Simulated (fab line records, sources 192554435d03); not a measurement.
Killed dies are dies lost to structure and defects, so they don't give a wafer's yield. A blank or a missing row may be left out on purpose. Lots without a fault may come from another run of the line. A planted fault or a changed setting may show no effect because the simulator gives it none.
fab line records | flow n5_finfet
record lots=9 wafers=26 last_day=17
route steps=1938 shown BEOL_M4@1111 BEOL_M7@1302 PASSIVATION@1936
lots that met no fault: from a run of the same line without faults
start_h: hours from the record's first day to the start of the lot's first wafer shown | wait_h: hours since the lot's step before | " the same as in the row above | L1.1+2: a row that stands for several wafers | - no value, or no start given | * or withheld: withheld | < > ~ a bound
route shown NAME@n: a module of which the file shows steps, and the number in the route of the first | usual: mean/standard deviation of fault-free wafers | same: alike in all rows | chamber/n: place in a boat | sites: the reading at each site | _std_site: their standard deviation | _edge_site: outer sites' mean less inner sites' | radius_mm: how far each site lies from the wafer's centre | mask NAME#n: copy n | behind: the tool/chamber that last shaped the wafer | hold: why the lot was held/for how many hours/how that ended | device: the transistor (n, p or np) that didn't switch | end of line: the same wafers' tests at the end of the route | a step without rows: its recipe alone | killed: dies lost to structure and defects at the first sort, not the wafer's yield | map: a wafer's dies, x killed, . not, _ none there
set.NAME: the setting as run; set.NAME@STEP: as run at that earlier step | model.NAME: the simulator's own value behind a step, which no gauge read
steps of the route over a sample of lots; a table a step, a row a wafer
services: from which hour (start_h, from the record's first day; less than 0 if before it) a tool's chamber was out of use, for how many hours, and why
## steps
# step N5_BEOL_M4_RC_MEAS_101
# usual DIBL_N=36.1/2 DIBL_P=36.3/2.4 IOFF_N=0.15/0.035 IOFF_P=0.21/0.039 ION_N=672/15 ION_P=463/9.7 SS_N=71.5/0.7 SS_P=73.2/0.75 VT_N=251/3.6 VT_P=-250/3.8
# columns lot.wafer tool chamber start_h wait_h DIBL_N[mV/V] DIBL_P[mV/V] IOFF_N[nA/um] IOFF_P[nA/um] ION_N[uA/um] ION_P[uA/um] SS_N[mV/dec] SS_P[mV/dec] VT_N[mV] VT_P[mV]
L841.2 prober-02 0 195.51 0.2 37.0 38.5 0.18 0.27 695 480 71.8 74.5 247 -246
L841.3 " 0 " " 34.6 35.6 0.13 0.20 671 468 71.5 73.2 254 -248
L841.6 " 0 " " 35.8 36.7 0.16 0.23 691 478 70.7 74.0 248 -247
L842.3 prober-02 0 206.71 0.3 39.7 39.7 0.20 0.22 671 456 72.8 74.2 247 -252
L842.4 " 0 " " 37.9 38.4 0.16 0.20 676 462 72.7 73.3 250 -257
L842.6 " 0 " " 37.7 38.9 0.17 0.20 669 453 72.5 73.7 249 -253
L845.2 prober-02 0 221.96 0.2 37.6 37.2 0.17 0.27 667 466 71.8 73.5 250 -244
L845.5 " 0 " " 37.2 36.4 0.16 0.26 665 467 72.3 73.6 250 -245
L845.6 " 0 " " 32.9 31.1 0.10 0.18 644 460 70.6 71.3 257 -247
L849.1 prober-01 0 252.42 0.0 36.8 38.0 0.18 0.25 691 474 71.4 74.8 247 -247
L849.2 " 0 " " 37.1 37.9 0.18 0.26 684 473 71.4 73.8 249 -247
L849.4 " 0 " " 34.5 34.3 0.13 0.20 663 459 70.8 73.7 249 -251
L850.2 prober-02 0 252.43 0.2 37.0 37.2 0.17 0.24 696 474 71.3 72.7 247 -248
L850.5 " 0 " " 34.1 33.6 0.12 0.17 655 457 70.9 72.2 253 -253
L850.6 " 0 " " 35.9 35.8 0.15 0.21 687 474 70.9 73.0 252 -252
L854.2 prober-02 0 284.55 0.2 40.0 41.2 0.21 0.27 683 461 72.2 74.7 249 -249
L854.6 " 0 " " 42.3 42.9 0.26 0.31 692 468 73.1 75.0 243 -245
L857.1 prober-01 0 306.77 0.0 37.0 37.2 0.18 0.24 672 458 72.1 73.5 248 -250
L857.2 " 0 " " 32.3 31.4 0.10 0.15 652 457 70.9 71.8 258 -254
L857.5 " 0 " " 34.5 34.8 0.14 0.21 665 458 71.1 72.5 252 -249
L859.3 prober-02 0 306.90 0.3 37.6 36.7 0.17 0.24 673 467 71.1 74.5 249 -247
L859.5 " 0 " " 35.1 33.4 0.13 0.19 661 461 70.7 72.1 252 -249
L859.6 " 0 " " 38.3 38.3 0.19 0.27 701 481 71.2 73.5 247 -243
L858.2 prober-01 0 311.10 0.2 36.3 35.1 0.13 0.21 647 451 71.1 72.2 254 -247
L858.4 " 0 " " 39.6 39.1 0.19 0.27 680 464 72.3 73.1 246 -248
L858.6 " 0 " " 36.0 34.1 0.12 0.19 656 458 71.3 72.6 256 -253
# step N5_BEOL_M7_ETCH_66
# recipe chemistry=N2/H2 target=SOC target_depth_a=800 overetch_a=160 mask_material=SiARC temp_c=40 time_s=120 ion_energy_ev=200 pressure_mtorr=30 source_w=840 bias_w=150 n2_flow_sccm=200 h2_flow_sccm=200
# usual drypump_motor_current_A=5.9/0.46 h2_flow_sccm=200.0/0.63 oes_product_au=0.63/0.06 rf_vpp_V=523.8/2.1 showerhead_plenum_p_Torr=2.54/0.071 throttle_valve_pct=17.8/0.32
# columns lot.wafer tool chamber start_h wait_h drypump_motor_current_A h2_flow_sccm oes_product_au rf_hours_counter_h rf_vpp_V showerhead_plenum_p_Torr throttle_valve_pct
L841.2 rie_diel-02 1 223.05 0.0 6.6 199.4 0.61 106 524.9 2.56 17.6
L841.3 " 2 " " 6.1 198.8 0.73 8 522.2 2.53 18.1
L841.6 " 3 " " 5.3 201.2 0.64 - 521.5 2.47 17.5
L842.3 rie_diel-06 0 234.17 0.0 6.0 200.9 0.62 95 525.6 2.58 18.0
L842.4 " 2 " " 5.4 199.9 0.58 177 524.3 2.55 18.2
L842.6 " 1 " " 5.5 199.4 0.69 - 522.4 2.50 17.7
L845.2 rie_diel-06 3 247.47 0.0 5.4 199.6 0.64 55 527.5 2.68 17.4
L845.5 " 2 " " 5.4 200.9 0.58 - 524.0 2.54 18.3
L845.6 " 1 " " 5.5 199.4 0.69 - 522.4 2.50 17.7
L849.1 rie_diel-02 0 281.48 0.0 6.3 199.2 0.52 242 525.2 2.58 17.5
L849.2 " 2 " " 6.1 199.6 0.69 26 521.3 2.52 18.1
L849.4 " 1 " " 6.7 199.4 0.60 121 524.0 2.55 17.6
L850.2 rie_diel-03 1 282.09 0.0 5.7 199.9 0.56 207 519.7 2.38 17.9
L850.5 " 0 " " 6.2 199.8 0.70 - 521.7 2.49 17.5
L850.6 " 3 " " 5.7 199.9 0.51 - 525.5 2.61 18.1
L854.2 rie_diel-03 0 310.29 0.0 6.2 200.1 0.68 41 523.0 2.49 17.5
L854.6 " 0 " " 6.2 200.6 0.68 - 524.2 2.49 17.5
L857.1 rie_diel-02 1 331.14 0.0 6.6 200.7 0.59 137 524.0 2.55 17.6
L857.2 " 0 " " 6.3 199.6 0.73 1 525.7 2.58 17.1
L857.5 " 3 " " 5.2 200.0 0.60 - 521.9 2.46 17.6
L858.2 rie_diel-02 0 336.97 0.0 6.3 200.5 0.72 3 525.1 2.58 17.1
L858.4 " 1 " " 6.6 200.5 0.59 139 524.0 2.54 17.6
L858.6 " 2 " " 6.1 200.2 0.67 - 521.3 2.51 18.2
L859.3 rie_diel-06 3 337.22 0.0 5.4 200.2 0.62 84 528.2 2.67 17.5
L859.5 " 3 " " 5.4 200.7 0.63 - 527.5 2.67 17.5
L859.6 " 0 " " 6.1 199.1 0.60 - 523.6 2.57 18.1
# step N5_BEOL_M7_ETCH_41
# recipe chemistry=CH3F/O2 target=SiCN target_depth_a=319 taper_deg=2 time_s=57.8 ion_energy_ev=120 mask_material=TiN pressure_mtorr=30 source_w=395 bias_w=75 Ar_flow_sccm=150 CH3F_flow_sccm=30 O2_flow_sccm=20
# usual drypump_motor_current_A=5.9/0.46 mfc_ar_sccm=149.9/0.43 oes_product_au=0.82/0.086 rf_vpp_V=297.3/1.4 showerhead_plenum_p_Torr=2.00/0.06 throttle_valve_pct=16.27/0.25
# columns lot.wafer tool chamber start_h wait_h drypump_motor_current_A mfc_ar_sccm oes_product_au rf_hours_counter_h rf_vpp_V showerhead_plenum_p_Torr throttle_valve_pct
L841.2 rie_diel-02 1 - - 6.6 150.5 0.79 106 297.3 2.01 16.09
L841.3 " 2 " " 6.1 150.2 0.96 9 295.7 1.97 16.22
L841.6 " 3 " " 5.3 149.7 0.82 - 296.1 1.95 16.13
L842.3 rie_diel-06 0 - - 6.0 150.4 0.82 95 296.0 2.03 16.52
L842.4 " 2 " " 5.3 149.7 0.74 177 296.2 1.98 16.61
L842.6 " 1 " " 5.5 149.8 0.93 - 296.5 1.96 16.06
L845.2 rie_diel-06 3 - - 5.4 150.2 0.87 55 299.4 2.12 16.12
L845.5 " 2 " " 5.3 149.7 0.72 - 296.2 1.98 16.61
L845.6 " 1 " " 5.5 150.6 0.92 - 295.2 1.96 16.10
L849.1 rie_diel-02 0 - - 6.2 149.8 0.65 242 299.7 2.06 16.25
L849.2 " 2 " " 6.1 150.0 0.90 26 296.5 1.96 16.25
L849.4 " 1 " " 6.7 150.3 0.77 121 297.9 2.00 16.12
L850.2 rie_diel-03 1 - - 5.6 150.3 0.73 207 295.9 1.89 16.63
L850.5 " 0 " " 6.2 149.1 0.90 - 297.3 1.94 15.76
L850.6 " 3 " " 5.7 150.1 0.66 - 297.0 2.05 16.59
L854.2 rie_diel-03 0 - - 6.2 150.7 0.88 41 296.1 1.94 15.79
L854.6 " 0 " " 6.2 150.5 0.89 - 296.7 1.94 15.80
L857.1 rie_diel-02 1 - - 6.6 149.7 0.76 137 298.0 2.00 16.15
L857.2 " 0 " " 6.3 149.8 0.94 1 298.7 2.06 15.80
L857.5 " 3 " " 5.2 149.9 0.78 - 296.8 1.94 16.21
L858.2 rie_diel-02 0 - - 6.3 150.1 0.93 3 297.2 2.06 15.78
L858.4 " 1 " " 6.6 149.1 0.76 139 297.7 2.00 16.14
L858.6 " 2 " " 6.2 149.8 0.86 - 297.7 1.96 16.30
L859.3 rie_diel-06 3 - - 5.4 149.1 0.82 84 298.0 2.11 16.16
L859.5 " 3 " " 5.4 150.2 0.82 - 299.8 2.11 16.17
L859.6 " 0 " " 6.0 149.8 0.79 - 297.5 2.02 16.61
# step N5_BEOL_M7_ALD_77
# recipe material=TaN target_thk_a=20 temp_c=275 ald_precursor_family=PDMAT ald_co_reactant=NH3 pressure_torr=3 carrier_flow_sccm=1500 pulse_time_s=2 purge_time_s=3 co_reactant_purge_time_s=2 co_reactant_pulse_time_s=3 ald_cycles=40 precursor_vessel_temp_c=75 precursor_vessel_pressure_torr=26.25 precursor_vessel_carrier_sccm=1000
# usual ald_cycles=40/0 chamber_pressure_Torr=3.000/0.0061 co_reactant_pulse_time_s=3/0 heater_power_w=434/68
# columns lot.wafer tool chamber start_h wait_h ald_cycles chamber_pressure_Torr co_reactant_pulse_time_s heater_power_w since_wet_clean_h
L841.2 ald_metal-02 2 225.55 0.3 40 2.994 3 370 4504
L841.3 " 1 " " 40 3.000 3 452 4504
L841.6 " 0 " " 40 2.997 3 467 -
L842.3 ald_metal-02 2 235.46 0.0 40 3.004 3 374 4514
L842.4 " 1 " " 40 3.002 3 447 4514
L842.6 " 0 " " 40 3.000 3 473 -
L845.2 ald_metal-02 0 248.60 0.0 40 3.001 3 464 4527
L845.5 " 3 " " 40 3.004 3 490 -
L845.6 " 0 " " 40 2.997 3 472 -
L849.1 ald_metal-02 1 282.98 0.0 - - - - -
L849.2 " 0 " " - - - - -
L849.4 " 2 " " - - - - -
L850.2 ald_metal-02 1 283.70 0.1 - - - - -
L850.5 " 0 " " - - - - -
L850.6 " 1 " " - - - - -
L854.2 ald_metal-02 2 311.75 0.0 40 2.994 3 374 4590
L854.6 " 0 " " 40 3.008 3 486 -
L857.1 ald_metal-01 2 332.22 0.0 40 2.996 3 394 6149
L857.2 " 1 " " 40 3.007 3 567 6149
L857.5 " 3 " " 40 3.003 3 337 -
L859.3 ald_metal-02 1 338.22 0.1 40 3.004 3 439 4617
L859.5 " 2 " " 40 3.008 3 375 -
L859.6 " 1 " " 40 2.980 3 455 -
L858.2 ald_metal-04 0 338.41 0.2 40 3.004 3 478 3078
L858.4 " 3 " " 40 3.002 3 421 3078
L858.6 " 0 " " 40 2.997 3 459 -
# step N5_BEOL_M7_DEP_56
# recipe material=SiCN target_thk_a=100 temp_c=withheld precursor=3MS/NH3 pressure_torr=3 rf_w=202 time_s=17.5
# usual showerhead_plenum_p_Torr=3.664/0.013 throttle_valve_pct=9.1/0.51
# columns lot.wafer tool chamber start_h wait_h showerhead_plenum_p_Torr since_wet_clean_h throttle_valve_pct
L841.2 pecvd-02 1 227.58 0.0 3.669 1475 9.4
L841.3 " 1 " " 3.649 - 9.3
L841.6 " 1 " " 3.658 - 9.4
L842.3 pecvd-03 1 236.87 0.0 3.640 1847 9.1
L842.4 " 0 " " 3.657 - 9.9
L842.6 " 1 " " 3.668 - 9.2
L845.2 pecvd-02 0 250.77 0.0 3.673 773 8.4
L845.5 " 1 " " 3.670 - 9.7
L845.6 " 0 " " 3.676 - 8.4
L849.1 pecvd-02 1 284.69 0.0 3.663 1532 9.6
L849.2 " 0 " " 3.663 807 9.0
L849.4 " 1 " " 3.668 - 9.7
L850.2 pecvd-01 1 285.26 0.0 3.670 1714 9.0
L850.5 " 2 " " 3.662 - 8.8
L850.6 " 1 " " 3.676 - 9.2
L854.2 pecvd-03 2 314.17 0.0 3.686 427 8.8
L854.6 " 1 " " 3.655 - 9.0
L857.1 pecvd-02 0 334.79 0.0 3.663 857 8.6
L857.2 " 1 " " 3.670 1582 9.6
L857.5 " 2 " " 3.644 - 8.8
L859.3 pecvd-02 1 340.02 0.0 3.667 1588 9.7
L859.5 " 0 " " 3.676 - 8.5
L859.6 " 1 " " 3.680 - 9.3
L858.2 pecvd-02 1 340.51 0.0 3.666 1588 9.3
L858.4 " 2 " " 3.651 - 8.8
L858.6 " 1 " " 3.671 - 9.7
# step N5_PASSIVATION_PROBE_49
# usual defect_limited_yield=91.1/1.6 killed_at_M0_to_M3=35/11 killed_at_M4_up=13/5.4 killed_at_contacts=13/6.5 killed_at_front_end=40/14 killed_at_other=4/3.1 killed_dies=105/18 killed_on_rim=14/4.1 killed_open=69/14 killed_short=34/7.3 sort_bin_4_leakage=0/0 sort_bin_5_function=5.2/0.96 sort_bin_6_memory=3.4/0.77 sort_bin_8_speed=0.02/0.13 sort_n_pass=1075/19
# same gross_dies=1180 killed_at_back_side=0
# columns lot.wafer tool chamber start_h wait_h defect_limited_yield[%] killed_at_M0_to_M3 killed_at_M4_up killed_at_contacts killed_at_front_end killed_at_other killed_dies killed_on_rim killed_open killed_short sort_bin_4_leakage[%] sort_bin_5_function[%] sort_bin_6_memory[%] sort_bin_8_speed[%] sort_n_pass
L841.2 prober-02 - 308.50 0.1 90.8 30 13 24 38 3 108 18 73 34 0 4.2 4.4 0 1072
L841.3 prober-02 - 308.55 0.1 91.4 35 18 13 33 2 101 16 68 32 0 5.2 3.2 0 1079
L841.6 prober-02 - 308.70 0.3 92.5 34 11 8 32 3 88 11 57 31 0 4.8 2.4 0 1092
L842.3 prober-02 - 314.05 0.1 90.8 35 14 17 39 3 108 12 72 36 0 5.3 3.6 0 1072
L842.4 prober-02 - 314.10 0.2 90.8 42 12 14 35 6 109 20 71 30 0 5.0 3.3 0 1071
L842.6 prober-02 - 314.20 0.3 91.1 31 9 26 38 1 105 7 74 30 0 5.7 3.1 0 1075
L845.2 prober-02 - 327.65 0.1 93.4 19 14 9 34 2 78 12 52 26 0 4.2 2.1 0 1102
L845.5 prober-02 - 327.80 0.2 92.6 24 9 8 42 4 87 10 50 37 0 4.7 2.4 0 1093
L845.6 prober-02 - 327.85 0.3 92.5 26 7 23 31 1 88 11 59 29 0 4.7 2.5 0 1092
L850.2 prober-02 - 364.03 0.1 0 31 1071 25 48 5 1180 152 82 35 90.00 5.5 4.4 0 0
L850.5 prober-02 - 364.18 0.2 0 29 1084 24 38 5 1180 152 65 37 91.10 4.9 3.2 0 0
L850.6 prober-02 - 364.23 0.3 0 29 1077 33 39 2 1180 152 78 33 90.59 6.5 2.7 0 0
L849.1 prober-02 - 367.88 0.0 0 44 1090 9 29 8 1180 152 75 26 91.10 5.3 3.2 0 0
L849.2 prober-02 - 367.93 0.1 0 46 1057 11 61 5 1180 152 99 38 87.88 6.7 5.0 0 0
L849.4 prober-02 - 368.03 0.2 0 45 1097 3 30 5 1180 152 63 32 91.86 5.2 2.7 0 0
L854.2 prober-02 - 387.46 0.1 86.1 45 8 14 91 6 164 23 113 50 0 8.8 4.9 0 1016
L854.6 prober-02 - 387.66 0.3 87.5 40 14 11 78 5 148 22 106 32 0 7.5 4.2 0 1032
L857.1 prober-01 - 415.66 0.0 91.1 29 14 19 39 4 105 17 66 36 0 4.8 3.6 0 1075
L857.2 prober-01 - 415.71 0.1 92.4 35 9 5 39 2 90 9 64 26 0 4.5 3.0 0 1090
L857.5 prober-01 - 415.86 0.2 92.6 27 8 14 29 9 87 12 55 32 0 4.2 3.1 0 1093
# killed by level:class
L841.2 MOL_CONTACT_COAG:geometric_particle:open=20 FIN_SAQP:geometric_particle:open=14 FIN_SAQP:geometric_particle:short=11 BEOL_M1:geometric_particle:open=11 BEOL_M1:geometric_particle:short=7 BEOL_M4:geometric_particle:open=6 BEOL_M3:geometric_particle:open=5 MOL_CONTACT_COAG:geometric_particle:short=4
L841.3 BEOL_M1:geometric_particle:open=14 BEOL_M4:geometric_particle:open=11 MOL_CONTACT_COAG:geometric_particle:open=10 STI_FIN_REVEAL:geometric_particle:open=8 FIN_SAQP:geometric_particle:open=7 BEOL_M2:geometric_particle:open=6 BEOL_M1:geometric_particle:short=6 FIN_SAQP:geometric_particle:short=5
L841.6 BEOL_M1:geometric_particle:open=11 FIN_SAQP:geometric_particle:open=8 DUMMY_GATE:geometric_particle:open=6 MOL_CONTACT_COAG:geometric_particle:open=6 BEOL_M0_SAQP:geometric_particle:open=5 BEOL_M1:geometric_particle:short=5 STARTING-WAFER:geometric_particle:open=5 BEOL_M0:geometric_particle:open=4
L842.3 MOL_CONTACT_COAG:geometric_particle:open=13 STI_FIN_REVEAL:geometric_particle:open=12 BEOL_M2:geometric_particle:open=12 FIN_SAQP:geometric_particle:short=7 BEOL_M1:geometric_particle:open=5 BEOL_M5:geometric_particle:open=5 STI_FIN_REVEAL:geometric_particle:short=4 BEOL_M0_SAQP:geometric_particle:short=4
L842.4 BEOL_M2:geometric_particle:open=16 MOL_CONTACT_COAG:geometric_particle:open=10 STI_FIN_REVEAL:geometric_particle:open=7 BEOL_M0_SAQP:geometric_particle:open=7 HKMG_FIN:area_etch=7 BEOL_M0_SAQP:geometric_particle:short=5 MOL_CONTACT_COAG:geometric_particle:short=4 BEOL_M2:geometric_particle:short=4
L842.6 MOL_CONTACT_COAG:geometric_particle:open=21 BEOL_M2:geometric_particle:open=11 FIN_SAQP:geometric_particle:open=9 STI_FIN_REVEAL:geometric_particle:open=5 BEOL_M3:geometric_particle:open=5 MOL_CONTACT_COAG:geometric_particle:short=5 STARTING-WAFER:geometric_particle:short=5 GATE_CUT:geometric_particle:open=4
L845.2 MOL_CONTACT_COAG:geometric_particle:open=7 FIN_SAQP:geometric_particle:short=5 STI_FIN_REVEAL:geometric_particle:open=5 DUMMY_GATE:geometric_particle:open=5 BEOL_M2:geometric_particle:open=4 FIN_SAQP:geometric_particle:open=3 GATE_CUT:geometric_particle:short=3 GATE_CUT:geometric_particle:open=3
L845.5 BEOL_M0_SAQP:geometric_particle:short=9 FIN_SAQP:geometric_particle:short=8 GATE_CUT:geometric_particle:short=7 FIN_SAQP:geometric_particle:open=6 STI_FIN_REVEAL:geometric_particle:open=6 MOL_CONTACT_COAG:geometric_particle:open=6 BEOL_M4:geometric_particle:open=6 BEOL_M3:geometric_particle:open=5
L845.6 MOL_CONTACT_COAG:geometric_particle:open=18 STI_FIN_REVEAL:geometric_particle:open=13 BEOL_M1:geometric_particle:open=6 MOL_CONTACT_COAG:geometric_particle:short=5 FIN_SAQP:geometric_particle:short=4 STI_FIN_REVEAL:geometric_particle:short=4 BEOL_M0_SAQP:geometric_particle:short=4 BEOL_M2:geometric_particle:open=4
L850.2 BEOL_M7:area_ald=1060 FIN_SAQP:geometric_particle:open=18 MOL_CONTACT_COAG:geometric_particle:open=18 BEOL_M0_SAQP:geometric_particle:open=11 FIN_SAQP:geometric_particle:short=9 BEOL_M2:geometric_particle:open=9 MOL_CONTACT_COAG:geometric_particle:short=7 BEOL_M4:geometric_particle:open=4
L850.5 BEOL_M7:area_ald=1068 MOL_CONTACT_COAG:geometric_particle:open=19 BEOL_M0_SAQP:geometric_particle:short=10 FIN_SAQP:geometric_particle:short=9 STI_FIN_REVEAL:geometric_particle:open=8 BEOL_M3:geometric_particle:open=8 M7:area_ald=7 BEOL_M4:geometric_particle:open=6
L850.6 BEOL_M7:area_ald=1065 MOL_CONTACT_COAG:geometric_particle:open=30 FIN_SAQP:geometric_particle:short=9 BEOL_M0_SAQP:geometric_particle:open=7 GATE_CUT:geometric_particle:open=6 FIN_SAQP:geometric_particle:open=5 BEOL_M2:geometric_particle:open=5 STI_FIN_REVEAL:geometric_particle:open=4
L849.1 BEOL_M7:area_ald=1073 BEOL_M1:geometric_particle:open=14 BEOL_M0_SAQP:geometric_particle:open=11 BEOL_M2:geometric_particle:open=8 MOL_CONTACT_COAG:geometric_particle:open=7 BEOL_M4:geometric_particle:open=7 STI_FIN_REVEAL:geometric_particle:open=5 BEOL_M0_SAQP:geometric_particle:short=5
L849.2 BEOL_M7:area_ald=1035 FIN_SAQP:geometric_particle:open=21 BEOL_M2:geometric_particle:open=14 FIN_SAQP:geometric_particle:short=9 MOL_CONTACT_COAG:geometric_particle:open=9 STI_FIN_REVEAL:geometric_particle:open=8 DUMMY_GATE:geometric_particle:open=8 BEOL_M0_SAQP:geometric_particle:open=8
L849.4 BEOL_M7:area_ald=1082 BEOL_M0_SAQP:geometric_particle:open=12 BEOL_M1:geometric_particle:open=11 BEOL_M0_SAQP:geometric_particle:short=8 STI_FIN_REVEAL:geometric_particle:open=7 FIN_SAQP:geometric_particle:open=6 GATE_CUT:geometric_particle:short=6 BEOL_M2:geometric_particle:open=6
L854.2 FIN_SAQP:geometric_particle:open=23 STI_FIN_REVEAL:geometric_particle:open=23 BEOL_M3:geometric_particle:open=18 FIN_SAQP:geometric_particle:short=15 MOL_CONTACT_COAG:geometric_particle:open=11 BEOL_M2:geometric_particle:open=11 STI_FIN_REVEAL:geometric_particle:short=7 GATE_CUT:geometric_particle:short=6
L854.6 FIN_SAQP:geometric_particle:open=26 STI_FIN_REVEAL:geometric_particle:open=15 BEOL_M2:geometric_particle:open=14 BEOL_M4:geometric_particle:open=10 MOL_CONTACT_COAG:geometric_particle:open=9 FIN_SAQP:geometric_particle:short=8 BEOL_M1:geometric_particle:open=8 BEOL_M3:geometric_particle:open=8
L857.1 MOL_CONTACT_COAG:geometric_particle:open=16 FIN_SAQP:geometric_particle:open=8 STI_FIN_REVEAL:geometric_particle:open=8 BEOL_M0_SAQP:geometric_particle:short=8 GATE_CUT:geometric_particle:short=6 BEOL_M0_SAQP:geometric_particle:open=6 BEOL_M3:geometric_particle:open=5 BEOL_M4:geometric_particle:short=5
L857.2 BEOL_M0_SAQP:geometric_particle:open=9 BEOL_M3:geometric_particle:open=9 FIN_SAQP:geometric_particle:open=7 DUMMY_GATE:geometric_particle:open=7 BEOL_M0_SAQP:geometric_particle:short=7 BEOL_M2:geometric_particle:open=6 MOL_CONTACT_COAG:geometric_particle:open=5 DUMMY_GATE:geometric_particle:short=4
L857.5 MOL_CONTACT_COAG:geometric_particle:open=10 BEOL_M0_SAQP:geometric_particle:short=7 GATE_CUT:geometric_particle:short=6 BEOL_M0_SAQP:geometric_particle:open=6 STI_FIN_REVEAL:geometric_particle:open=5 BEOL_M3:geometric_particle:open=5 BEOL_M4:geometric_particle:open=5 PAD_METAL:geometric_particle:open=5
## services
# columns tool chamber start_h hours kind
pecvd-02 2 202.40 - clean
pecvd-02 2 202.40 - consumable_replace:showerhead
pecvd-02 2 202.40 29.0 scheduled_down
pecvd-02 2 202.40 29.0 vent_cycle
pecvd-01 - 203.80 6.0 pm
pecvd-02 0 207.39 2.1 scheduled_down
pecvd-03 - 224.03 1.4 repair
ald_metal-01 - 249.17 8.7 pm
ald_metal-04 1 258.31 4.8 repair
ald_metal-04 - 259.49 0.8 repair
rie_diel-06 1 268.83 5.7 repair
ald_metal-01 2 273.62 11.8 repair
pecvd-02 2 276.84 2.1 scheduled_down
ald_metal-01 - 279.51 0.6 repair
pecvd-02 2 283.41 20.6 repair
rie_diel-03 0 288.35 3.7 repair
pecvd-03 - 290.28 1.3 repair
rie_diel-02 0 307.50 - clean
rie_diel-02 0 307.50 - consumable_replace:focus_ring
rie_diel-02 0 307.50 16.1 scheduled_down
rie_diel-02 0 307.50 16.1 vent_cycle
pecvd-01 - 316.89 0.2 repair
ald_metal-02 3 317.54 8.4 repair
ald_metal-01 - 337.25 14.0 pm
## key
first_sign step=N5_BEOL_M7_ALD_77 reading=tool_record direction=missing
effect step=N5_PASSIVATION_PROBE_49 reading=sort_bin_4_leakage direction=up sigmas=99+ usual=0 struck=90.42
more_kills_born_at N5_BEOL_M7_ALD_77@ald_metal-02=6402
met_at N5_BEOL_M7_ALD_77
struck_lots L849,L850
later_rows_left_out L849.1,L849.2,L849.4,L850.2,L850.5,L850.6
not_acting_at N5_BEOL_M7_ETCH_66,N5_BEOL_M7_ETCH_41,N5_BEOL_M7_DEP_56
onset_between 248.60 282.98
fault kind=skipped_step_whole tool=ald_metal-02 chamber=- onset_h=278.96 steps=N5_BEOL_M7_ALD_77 scope=struck_lots_only
# later_rows_left_out: the simulator's readings of these wafers behind a module that went badly wrong aren't trusted and aren't shown, but for the sort
